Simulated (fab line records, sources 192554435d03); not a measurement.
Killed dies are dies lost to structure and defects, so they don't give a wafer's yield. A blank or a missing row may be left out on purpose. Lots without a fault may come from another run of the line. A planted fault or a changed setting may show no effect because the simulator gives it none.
Split-lot experiment | flow n5_finfet | 7 lots, 21 wafers read, on a route of 1938 steps

THE SPLIT
At N5_GATE_CUT_ALD_22 (deposits SiNx, target thk 16 nm, pulse time 1 s, ald cycles 320), the setting ald_cycles was moved away from the recipe's 320 on 4 of the 21 wafers read, by +5.6% to +6.6%. The other wafers ran this setting at the recipe's value.

The file shows no step between the split and the reading.

THE READING
SiNx_of_GATE_CUT_ALD_22.thk_nm (the simulator's own value, which no gauge read), in nm, at N5_GATE_CUT_CMP_23 (polishes, stops on SiO2, t overpolish 23.4 s, target thk 16 nm). The file gives no usual value for it. The 17 wafers here that ran the recipe average 15.9 nm, standard deviation 0.15 nm.

wafer  | tool, chamber at the split | ald_cycles as run | against the recipe | SiNx_of_GATE_CUT_ALD_22.thk_nm, nm | against lot-mates on the recipe
L076.1 | ald_sin-03, 1              | 320               | recipe             | 16                                 | -
L076.3 | ald_sin-03, 0,2            | 339               | +5.9%              | 17                                 | +1.0
L076.4 | ald_sin-03, 0,2            | 339               | +5.9%              | 17                                 | +1.0
L079.4 | ald_sin-01, 2,3,3          | 320               | recipe             | 15.8                               | -
L079.2 | ald_sin-01, 2,3,3          | 320               | recipe             | 16                                 | -
L079.6 | ald_sin-01, 2,3,3          | 320               | recipe             | 16                                 | -
L080.4 | ald_sin-03, 2              | 320               | recipe             | 15.8                               | -
L080.6 | ald_sin-03, 2              | 320               | recipe             | 15.8                               | -
L080.5 | ald_sin-03, 1              | 320               | recipe             | 15.8                               | -
L081.3 | ald_sin-03, 3              | 320               | recipe             | 15.8                               | -
L081.1 | ald_sin-03, 1              | 320               | recipe             | 16                                 | -
L081.6 | ald_sin-03, 1              | 320               | recipe             | 16                                 | -
L089.4 | ald_sin-02, 0              | 320               | recipe             | 15.8                               | -
L089.1 | ald_sin-02, 0              | 320               | recipe             | 16                                 | -
L089.5 | ald_sin-02, 1              | 341               | +6.6%              | 16.8                               | +0.9
L093.2 | ald_sin-02, 1,3            | 320               | recipe             | 16                                 | -
L093.5 | ald_sin-02, 1,3            | 320               | recipe             | 16                                 | -
L093.1 | ald_sin-02, 2              | 320               | recipe             | 16.2                               | -
L094.2 | ald_sin-02, 1              | 320               | recipe             | 15.6                               | -
L094.4 | ald_sin-02, 0              | 338               | +5.6%              | 16.4                               | +0.5
L094.1 | ald_sin-02, 2              | 320               | recipe             | 16.2                               | -
Where a row lists several chambers, the file gives one row for several wafers and doesn't say which wafer went through which chamber.

THE FIT
A straight line over all 21 wafers: SiNx_of_GATE_CUT_ALD_22.thk_nm changes by +0.145 nm for each +1% of ald_cycles; r = +0.90; the points scatter about the line by 0.18 nm.
The same after taking each lot's own level away (the mean of its wafers on the recipe; 21 wafers): +0.142 nm for each +1%; r = +0.92; scatter 0.15 nm.
On that fit, the largest move of ald_cycles shifts the reading by 0.93 nm.
The lots' own levels span 15.80 to 16.07 nm, that is 1.7 times the standard deviation above.
So the lot-to-lot level changes the slope little: the two slopes agree.
Check: with one of the wafers moved furthest among these (+6.6%) left out of the fit, the line predicts +0.944 nm for it against its lot-mates. It came out at +0.9 nm against them.

OTHER SPLITS ON THESE WAFERS
These wafers also went through other splits before the reading. Each is held against what the fit with the lots' levels taken away leaves over:
other split on the same wafers       | wafers away from the commonest value | r with SiNx_of_GATE_CUT_ALD_22.thk_nm (lot level and that fit taken away)
N5_SD_EPI_P_EPI_21 epi_growth_time_s | 9                                    | +0.05
N5_SD_ACTIVATION_LSA_01 temp_c       | 4                                    | +0.09
N5_GATE_CUT_ETCH_58 time_s           | 7                                    | -0.14

THE WHOLE CHAIN: every reading that the file lists as answering this split, in the file's order
step               | what it does                                                    | reading                                                                         | change (the file's fit)               | r (the file's)
N5_GATE_CUT_ALD_22 | deposits SiNx, target thk 16 nm, pulse time 1 s, ald cycles 320 | SiNx_of_GATE_CUT_ALD_22.thk_nm (the simulator's own value, which no gauge read) | +0.149 nm for each +1% of the setting | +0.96
N5_GATE_CUT_CMP_23 | polishes, stops on SiO2, t overpolish 23.4 s, target thk 16 nm  | SiNx_of_GATE_CUT_ALD_22.thk_nm (the simulator's own value, which no gauge read) | +0.133 nm for each +1% of the setting | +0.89

THE FILE'S OWN FIT
SiNx_of_GATE_CUT_ALD_22.thk_nm changes by +0.133 nm for each +1% of ald_cycles, r = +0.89.
